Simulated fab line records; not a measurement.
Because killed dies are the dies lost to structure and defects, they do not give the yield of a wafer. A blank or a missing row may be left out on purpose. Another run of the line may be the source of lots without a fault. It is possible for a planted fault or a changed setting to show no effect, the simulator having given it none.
Comparing a struck lot with a sound one :: flow n5Finfet :: 15 steps out of a route of 1938
Sound: these wafers, L671.2, L671.5, L671.6. Struck: wafer L679.1 (left out: L679.6, a lot-mate that was not struck); the cause follows at the end.
At each step with rows: each side's tool, then ch and its chambers, then its first start. Under that, the readings that differ: sound wafers :: struck wafers :: difference of the means :: sigmas: that difference in standard deviations of wafers without a fault.
alike: words and numbers the same on both sides, and readings whose means are apart by under 2 such deviations; not compared: readings that were withheld, readings missing a value for some wafer, numbers with overlapping values and no deviation given by the record, and bounds like >300 which may hide the same value.
A row with sigmas, a row that says differs or no value, or rows on one side alone: a step with any of these is where the two part. Numbers that have no deviation but don't overlap get no sigmas and don't part them. Lack of a reading on every wafer of one side parts them only where that side has two or more wafers.

first, 1 step without rows for these wafers: N5_BEOL_M4_DESCUM_33 (chemistry O2, time 7 s).
N5_BEOL_M4_ETCH_77: etches underlayer in N2/H2, target depth 6.5 nm, time 5.2 s.
  sound on rieDiel-06 ch 0,2,3, day 10 01:52; struck on rieDiel-01 ch 3, day 11 20:26
  alike: drypumpMotorCurrentA, etchRfOnTimeS, oesProductAu, rfVppV, showerheadPlenumPTorr, throttleValvePct
  not compared: rfHoursCounterH
N5_BEOL_M4_ETCH_69: etches SiARC in CF4, target depth 15.6 nm, time 26 s.
  sound on rieDiel-06 ch 0,2,3, day 10 01:53; struck on rieDiel-01 ch 3, day 11 20:28
reading: throttleValvePct (%)
sound: 15.51 15.50 15.62
struck: 15.22
difference: -0.32
sigmas: -2
  alike: drypumpMotorCurrentA, etchRfOnTimeS, oesProductAu, rfVppV, showerheadPlenumPTorr
  not compared: rfHoursCounterH
then, 2 steps without rows for these wafers: N5_BEOL_M4_ALD_98 (deposits SiO2, target thk 2.5 nm, pulse time 1 s, co reactant pulse time 1 s); N5_BEOL_M4_ETCHBACK_99 (etches SiO2 in CHF3, target depth 5 nm, time 10.4 s).
N5_BEOL_M4_ETCH_70: etches SOC in N2/H2, target depth 80 nm, overetch 24 nm, time 130 s.
  sound on rieDiel-01 ch 0,2,3, day 10 10:22; struck on rieDiel-06 ch 0, day 11 21:23
reading: oesProductAu (a.u.)
sound: 0.62 0.74 0.59
struck: 0.51
difference: -0.14
sigmas: -3
  alike: drypumpMotorCurrentA, rfVppV, showerheadPlenumPTorr, throttleValvePct
  not compared: rfHoursCounterH
then, 5 steps without rows for these wafers: N5_BEOL_M4_STRIP_71 (strips in N2/H2); N5_BEOL_M4_STRIP_78 (strips in N2/H2); N5_BEOL_M4_VIA_ETCH_34 (etches the open film in C4F6/O2, target depth 69.4 nm, time 65.9 s); N5_BEOL_M4_STRIP_83 (strips in C4F6/O2); N5_BEOL_M4_STRIP_36 (strips in N2/H2).
N5_BEOL_M4_TRENCH_ETCH_37: etches SiOC in C4F6/O2, target depth 55.555 nm, time 29.2 s.
  sound: rieDiel-01 ch 0,2,3; struck: rieDiel-06 ch 0
reading: oesProductAu (a.u.)
sound: 0.83 1.02 0.80
struck: 0.69
difference: -0.19
sigmas: -2
  alike: drypumpMotorCurrentA, rfVppV, showerheadPlenumPTorr, throttleValvePct
  not compared: rfHoursCounterH
N5_BEOL_M4_ETCH_41: etches SiCN in CH3F/O2, target depth 29.9 nm, time 52.5 s.
  sound on rieDiel-01 ch 0,2,3, day 10 10:36; struck on rieDiel-06 ch 0, day 11 21:38
reading: model.etch.depthNm (nm)
sound: 19.7 20.32 20.08
struck: 27.17
difference: +7.14
sigmas: 
  alike: drypumpMotorCurrentA, oesProductAu, rfVppV, showerheadPlenumPTorr, throttleValvePct
  not compared: rfHoursCounterH
N5_BEOL_M4_STRIP_97: strips in N2/H2, time 10 s.
  sound: rieDiel-01 ch 0,2,3; struck: rieDiel-06 ch 0
reading: oesProductAu (a.u.)
sound: 0.84 1.00 0.80
struck: 0.70
difference: -0.18
sigmas: -2
  alike: drypumpMotorCurrentA, rfVppV, showerheadPlenumPTorr, throttleValvePct
  not compared: rfHoursCounterH
N5_BEOL_M4_RC_MEAS_101:
  sound on prober-02 ch 0, day 10 14:57; struck on prober-01 ch 0, day 12 01:52
  alike: DIBL_N, DIBL_P, IOFF_N, IOFF_P, ION_N, ION_P, SS_N, SS_P, VT_N, VT_P

== WHERE THEY PART ==
Earliest at N5_BEOL_M4_ETCH_69; latest, in this record, at N5_BEOL_M4_STRIP_97. Later steps at which nothing parts them and some readings are alike: N5_BEOL_M4_RC_MEAS_101.

WHY: what the simulator had put in
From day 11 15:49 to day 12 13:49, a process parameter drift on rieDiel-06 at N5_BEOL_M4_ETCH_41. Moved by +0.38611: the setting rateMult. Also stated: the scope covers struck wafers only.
